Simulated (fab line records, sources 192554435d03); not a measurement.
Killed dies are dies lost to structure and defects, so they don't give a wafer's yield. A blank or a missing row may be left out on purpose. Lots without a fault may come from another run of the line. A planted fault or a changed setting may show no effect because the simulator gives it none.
Which tool did it? | flow n5_finfet | 9 lots, 26 wafers sampled, at 5 steps of a route of 1938

WHAT THE GAUGES READ, wafer by wafer
N5_BEOL_M4_RC_MEAS_101.
lot  | measured     | on        | DIBL_N (mV/V)  | DIBL_P (mV/V)  | IOFF_N (nA/um)    | IOFF_P (nA/um) | ION_N (uA/um) | ION_P (uA/um) | SS_N (mV/dec)  | SS_P (mV/dec)  | VT_N (mV)   | VT_P (mV)
L373 | day 7 20:03  | prober-01 | 34.9 34.5 37.4 | 35.9 35.7 37.8 | 0.152 0.133 0.186 | 0.17 0.18 0.20 | 682 660 670   | 454 449 453   | 71.5 71.4 72.5 | 73.3 73.7 73.2 | 250 251 244 | -254 -253 -253
L374 | day 8 10:22  | prober-02 | 36.0 34.5 38.5 | 36.0 33.9 39.2 | 0.160 0.134 0.214 | 0.20 0.18 0.26 | 664 657 674   | 454 450 459   | 71.5 71.3 72.6 | 73.9 73.7 74.7 | 250 252 244 | -252 -256 -247
L375 | day 8 13:14  | prober-02 | 36.0 34.5 36.4 | 37.2 34.3 36.9 | 0.162 0.130 0.145 | 0.23 0.19 0.22 | 693 667 659   | 478 460 457   | 71.3 71.4 72.1 | 72.9 72.8 73.6 | 252 253 252 | -252 -250 -250
L377 | day 9 04:07  | prober-01 | 35.8 35.5 37.0 | 34.7 34.8 36.7 | 0.145 0.150 0.172 | 0.19 0.20 0.23 | 660 681 667   | 451 465 460   | 71.2 71.0 70.9 | 73.5 73.2 73.8 | 249 250 248 | -251 -249 -248
L381 | day 9 22:53  | prober-01 | 35.4 37.5 36.1 | 34.6 37.5 35.6 | 0.153 0.210 0.158 | 0.18 0.21 0.18 | 678 689 671   | 460 465 453   | 71.9 71.5 71.5 | 72.6 73.6 72.5 | 250 245 249 | -254 -251 -253
L383 | day 10 17:23 | prober-01 | 37.6 36.9 36.2 | 37.8 38.0 36.3 | 0.174 0.172 0.153 | 0.24 0.26 0.22 | 669 694 684   | 461 477 468   | 71.9 71.3 71.9 | 73.7 73.5 73.2 | 250 248 249 | -250 -247 -247
L384 | day 11 02:14 | prober-02 | 38.6 37.4      | 40.1 36.5      | 0.216 0.170       | 0.23 0.17      | 691 667       | 465 449       | 72.2 72.1      | 74.6 73.5      | 244 249     | -252 -255
L387 | day 12 01:44 | prober-01 | 37.8 36.9 35.8 | 38.8 37.7 36.3 | 0.196 0.180 0.148 | 0.22 0.21 0.19 | 677 685 670   | 460 464 461   | 71.7 71.3 71.3 | 73.6 73.5 73.9 | 245 247 249 | -248 -250 -252
L392 | day 13 01:34 | prober-02 | 36.3 35.6 35.4 | 36.5 36.2 35.1 | 0.160 0.138 0.140 | 0.20 0.20 0.19 | 671 660 673   | 456 451 459   | 72.0 71.5 70.9 | 74.1 73.5 74.4 | 248 254 252 | -253 -255 -253

WHICH TOOL RAN EACH LOT (tool, then ch and the chambers of the sampled wafers, then the start)
lot  | N5_MOL_CONTACT_COAG_ETCHBACK_132  | N5_MOL_CONTACT_COAG_ALD_133       | N5_MOL_CONTACT_COAG_ETCH_48        | N5_MOL_CONTACT_COAG_STRIP_49
L373 | rie_diel-05 ch 0,2,3, day 5 05:53 | ald_sin-03 ch 0,1,3, day 5 07:05  | rie_diel-05 ch 0,1,3, day 5 07:29  | plasma_asher-02 ch 0,1, day 5 07:38
L374 | rie_diel-05 ch 0,1,3, day 5 14:00 | ald_sin-01 ch 0,2, day 5 15:19    | rie_diel-02 ch 0,2,3, day 5 15:43  | plasma_asher-02 ch 0,1, day 5 15:51
L375 | rie_diel-05 ch 0,1,2, day 5 21:38 | ald_sin-04 ch 0,2,3, day 5 22:42  | rie_diel-02 ch 0,1,2, day 5 23:06  | plasma_asher-01 ch 0,1, day 5 23:14
L377 | rie_diel-02 ch 0,2,3, day 6 06:00 | ald_sin-04 ch 2,3, day 6 07:12    | rie_diel-06 ch 0,2,3, day 6 07:46  | plasma_asher-02 ch 0,1, day 6 07:56
L381 | rie_diel-05 ch 2,3, day 7 06:34   | ald_sin-04 ch 1,2,3, day 7 07:39  | rie_diel-02 ch 1,2,3, day 7 08:04  | plasma_asher-02 ch 0,1, day 7 08:11
L383 | rie_diel-02 ch 1,2,3, day 8 02:15 | ald_sin-04 ch 0,2,3, day 8 03:32  | rie_diel-02 ch 0,1,3, day 8 04:07  | plasma_asher-01 ch 0,1, day 8 04:15
L384 | rie_diel-02 ch 2,3, day 8 15:23   | ald_sin-04 ch 0,3, day 8 17:04    | rie_diel-02 ch 2,3, day 8 17:28    | plasma_asher-02 ch 0,1, day 8 17:36
L387 | rie_diel-02 ch 0,1,2, day 9 09:52 | ald_sin-04 ch 0,2,3, day 9 12:53  | rie_diel-02 ch 1,2, day 9 13:19    | plasma_asher-02 ch 0,1, day 9 13:27
L392 | rie_diel-05 ch 2,3, day 10 03:15  | ald_sin-04 ch 0,2,3, day 10 04:19 | rie_diel-02 ch 1,2,3, day 10 04:44 | plasma_asher-01 ch 0,1, day 10 04:52
- N5_MOL_CONTACT_COAG_ETCHBACK_132: etches SiO2 in CHF3, target depth 10 nm, time 6.7 s.
- N5_MOL_CONTACT_COAG_ALD_133: deposits SiO2, target thk 5 nm, pulse time 1 s, co reactant pulse time 1 s.
- N5_MOL_CONTACT_COAG_ETCH_48: etches SiOC in C4F6/O2, target depth 15 nm, overetch 4.5 nm, time 17 s.
- N5_MOL_CONTACT_COAG_STRIP_49: strips in N2/H2, time 30 s.

WHAT THE TOOLS THEMSELVES READ (means of the sampled wafers that have a number; where no wafer has one, the mark that the record gives instead)
N5_MOL_CONTACT_COAG_ETCHBACK_132.
lot  | tool        | CHF3_flow_sccm (sccm) | bias_w (W) | drypump_motor_current_A (A) | oes_product_au (a.u.) | rf_fwd_power_W (W) | rf_vpp_V (V) | showerhead_plenum_p_Torr (Torr) | throttle_valve_pct (%)
L373 | rie_diel-05 | 50.02                 | 170.0      | 5.4                         | 0.78                  | 605.1              | 522          | 2.37                            | 18.59
L374 | rie_diel-05 | 50.14                 | 170.0      | 5.1                         | 0.73                  | 603.2              | 516          | 2.35                            | 18.54
L375 | rie_diel-05 | 49.92                 | 170.1      | 5.3                         | 0.76                  | 602.5              | 516          | 2.36                            | 18.51
L377 | rie_diel-02 | 50.01                 | 170.0      | 5.6                         | 0.87                  | 602.3              | 531          | 2.41                            | 18.30
L381 | rie_diel-05 | 49.83                 | 170.4      | 5.4                         | 0.72                  | 600.6              | 526          | 2.38                            | 18.72
L383 | rie_diel-02 | 50.09                 | 170.1      | 5.7                         | 0.80                  | 601.1              | 537          | 2.45                            | 18.46
L384 | rie_diel-02 | 49.98                 | 170.2      | 5.5                         | 0.83                  | 602.5              | 532          | 2.45                            | 18.30
L387 | rie_diel-02 | 50.06                 | 170.1      | 5.7                         | 0.80                  | 602.3              | 541          | 2.42                            | 18.45
L392 | rie_diel-05 | 50.04                 | 170.0      | 5.5                         | 0.83                  | 602.3              | 526          | 2.39                            | 18.60

N5_MOL_CONTACT_COAG_ALD_133.
lot  | tool       | heater_power_w (W) | precursor_pulse_height_rel
L373 | ald_sin-03 | 71                 | 1.004
L374 | ald_sin-01 | 84                 | 1.003
L375 | ald_sin-04 | 77                 | 0.987
L377 | ald_sin-04 | 68                 | 0.990
L381 | ald_sin-04 | 72                 | 0.993
L383 | ald_sin-04 | 78                 | 0.999
L384 | ald_sin-04 | 76                 | 0.978
L387 | ald_sin-04 | 78                 | 0.997
L392 | ald_sin-04 | 76                 | 1.008

N5_MOL_CONTACT_COAG_ETCH_48.
lot  | tool        | bias_w (W) | drypump_motor_current_A (A) | oes_product_au (a.u.) | rf_fwd_power_W (W) | rf_vpp_V (V) | showerhead_plenum_p_Torr (Torr) | throttle_valve_pct (%)
L373 | rie_diel-05 | 465.5      | 5.1                         | 0.64                  | 331.3              | 1566         | 2.80                            | 40.5
L374 | rie_diel-02 | 464.4      | 5.6                         | 0.72                  | 332.7              | 1607         | 2.88                            | 40.2
L375 | rie_diel-02 | 466.5      | 5.7                         | 0.74                  | 331.9              | 1634         | 2.90                            | 40.3
L377 | rie_diel-06 | 464.5      | 6.0                         | 0.65                  | 333.5              | 1585         | 2.88                            | 40.6
L381 | rie_diel-02 | 463.4      | 5.7                         | 0.67                  | 332.1              | 1624         | 2.92                            | 40.1
L383 | rie_diel-02 | 463.7      | 5.8                         | 0.63                  | 333.0              | 1603         | 2.85                            | 40.4
L384 | rie_diel-02 | 464.1      | 5.6                         | 0.69                  | 332.1              | 1612         | 2.92                            | 40.0
L387 | rie_diel-02 | 465.8      | 5.5                         | 0.63                  | 333.1              | 1653         | 2.95                            | 40.0
L392 | rie_diel-02 | 464.6      | 5.7                         | 0.67                  | 332.1              | 1623         | 2.91                            | 40.1

N5_MOL_CONTACT_COAG_STRIP_49.
lot  | tool            | drypump_motor_current_A (A) | heater_power_w (W)
L373 | plasma_asher-02 | 5.13                        | 307
L374 | plasma_asher-02 | 5.13                        | 309
L375 | plasma_asher-01 | 5.53                        | 299
L377 | plasma_asher-02 | 5.26                        | 301
L381 | plasma_asher-02 | 5.23                        | 298
L383 | plasma_asher-01 | 5.42                        | 318
L384 | plasma_asher-02 | 5.19                        | 304
L387 | plasma_asher-02 | 5.11                        | 311
L392 | plasma_asher-01 | 5.54                        | 301

THE ANSWER, worked out from the rows above alone
Rule: what is usual is taken from the lots themselves. Put in order of their means at a reading, lots are off if they are a third of the lots or fewer, leave a main group of 4 or more, and stand apart from it by a gap of 3 or more times the standard deviation of the main group's means; of several such gaps the widest counts. A main group whose means are all the same, to the digits that the tables above print for the reading, isn't used. A lot without any number at a reading at which 4 lots or more have one is off too. The other lots that the step has rows for count as sound. The gauges are gone through in route order, then the tools' own readings, and for those a lot's mean is taken as printed above. The first step at which some lot is off is used, and at that step the reading that is off furthest; a lot without a number counts as furthest.
No lot is off at any reading shown: from this, nothing can be told.

WHAT THE SIMULATOR HAD PUT IN
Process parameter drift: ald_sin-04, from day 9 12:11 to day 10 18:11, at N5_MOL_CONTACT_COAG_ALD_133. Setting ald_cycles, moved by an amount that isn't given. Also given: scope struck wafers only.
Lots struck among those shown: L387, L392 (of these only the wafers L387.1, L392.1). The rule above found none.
